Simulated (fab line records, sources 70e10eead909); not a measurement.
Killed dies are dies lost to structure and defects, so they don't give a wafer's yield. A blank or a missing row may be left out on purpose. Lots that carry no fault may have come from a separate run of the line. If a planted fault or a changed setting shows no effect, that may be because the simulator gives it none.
Which tool is to blame? :: flow nandHarc :: Sampling: 6 lots, 18 wafers, 4 of 1302 route steps

== WHAT EACH GAUGE READ, for each wafer ==
NHARC_A_SLIT_OVL_MEAS_10.
lot: L150
measured: day 21 02:41
on: overlay-01
overlayXNm (nm): 1.0 0.7 1.2

lot: L154
measured: day 22 12:34
on: overlay-02
overlayXNm (nm): 0.9 0.8 1.2

lot: L159
measured: day 24 18:21
on: overlay-02
overlayXNm (nm): 12.8 12.4 12.0

lot: L164
measured: day 27 06:15
on: overlay-02
overlayXNm (nm): -0.2 -0.6 -0.7

lot: L165
measured: day 27 18:08
on: overlay-01
overlayXNm (nm): 0.0 -0.2 -0.8

lot: L169
measured: day 28 18:28
on: overlay-02
overlayXNm (nm): 0.7 0.3 -0.1

== EACH LOT AND THE TOOL THAT RAN IT (in order: tool; ch and the chambers of the sampled wafers; start) ==
lot: L150
NHARC_A_SGD_CUT_ETCH_58: rieDiel-12 ch 0,1,2, day 20 10:45
NHARC_A_SLIT_DEP_00: aclDep-01 ch 0, day 21 00:07
NHARC_A_SLIT_EXPOSE_06: arfiScanner-03 ch 0, day 21 02:28

lot: L154
NHARC_A_SGD_CUT_ETCH_58: rieDiel-03 ch 1,2,3, day 21 22:07
NHARC_A_SLIT_DEP_00: aclDep-02 ch 0, day 22 08:47
NHARC_A_SLIT_EXPOSE_06: arfiScanner-02 ch 0, day 22 12:20

lot: L159
NHARC_A_SGD_CUT_ETCH_58: rieDiel-03 ch 0,1,3, day 24 04:25
NHARC_A_SLIT_DEP_00: aclDep-02 ch 0, day 24 15:47
NHARC_A_SLIT_EXPOSE_06: arfiScanner-03 ch 0, day 24 18:08

lot: L164
NHARC_A_SGD_CUT_ETCH_58: rieDiel-06 ch 1,2,3, day 26 17:14
NHARC_A_SLIT_DEP_00: aclDep-02 ch 0, day 27 02:23
NHARC_A_SLIT_EXPOSE_06: arfiScanner-01 ch 0, day 27 06:02

lot: L165
NHARC_A_SGD_CUT_ETCH_58: rieDiel-06 ch 1,2,3, day 27 05:10
NHARC_A_SLIT_DEP_00: aclDep-01 ch 0, day 27 13:41
NHARC_A_SLIT_EXPOSE_06: arfiScanner-02 ch 0, day 27 17:55

lot: L169
NHARC_A_SGD_CUT_ETCH_58: rieDiel-12 ch 2,3, day 28 05:39
NHARC_A_SLIT_DEP_00: aclDep-02 ch 0, day 28 15:48
NHARC_A_SLIT_EXPOSE_06: arfiScanner-02 ch 0, day 28 18:15
- NHARC_A_SGD_CUT_ETCH_58: etches the open film in CF4, target depth 39 nm, time 65 s.
- NHARC_A_SLIT_DEP_00: deposits aC, target thk 6200 nm.
- NHARC_A_SLIT_EXPOSE_06: exposes mask SLIT.

== THE ANSWER, worked out from the rows above alone ==
Rule: the lots themselves supply what counts as usual. The widest of any qualifying gaps counts: lots, ordered by their means at a reading, are off when they make up no more than a third of the lots, leave a main group of 4 or more, and stand apart from it by 3 or more times the standard deviation of that group's means. Not used: any main group whose means are identical at the precision the tables above print for the reading. Also off: a lot with no number at a reading for which 4 or more lots have one. Any other lot the step has rows for is counted as sound.
Off at NHARC_A_SLIT_OVL_MEAS_10 (overlayXNm): L159. The main group has a mean of 0.3 nm with a standard deviation of 0.62.
If a tool, at a process step before that reading, ran all the lots that are off and no sound lot after the first of them, it fits. Gauges at NHARC_A_SLIT_OVL_MEAS_10: tried the same way as those tools. Can't be told from this: 2 tools fit, rieDiel-03 at NHARC_A_SGD_CUT_ETCH_58, arfiScanner-03 at NHARC_A_SLIT_EXPOSE_06.

== WHAT HAD BEEN PUT IN BY THE SIMULATOR ==
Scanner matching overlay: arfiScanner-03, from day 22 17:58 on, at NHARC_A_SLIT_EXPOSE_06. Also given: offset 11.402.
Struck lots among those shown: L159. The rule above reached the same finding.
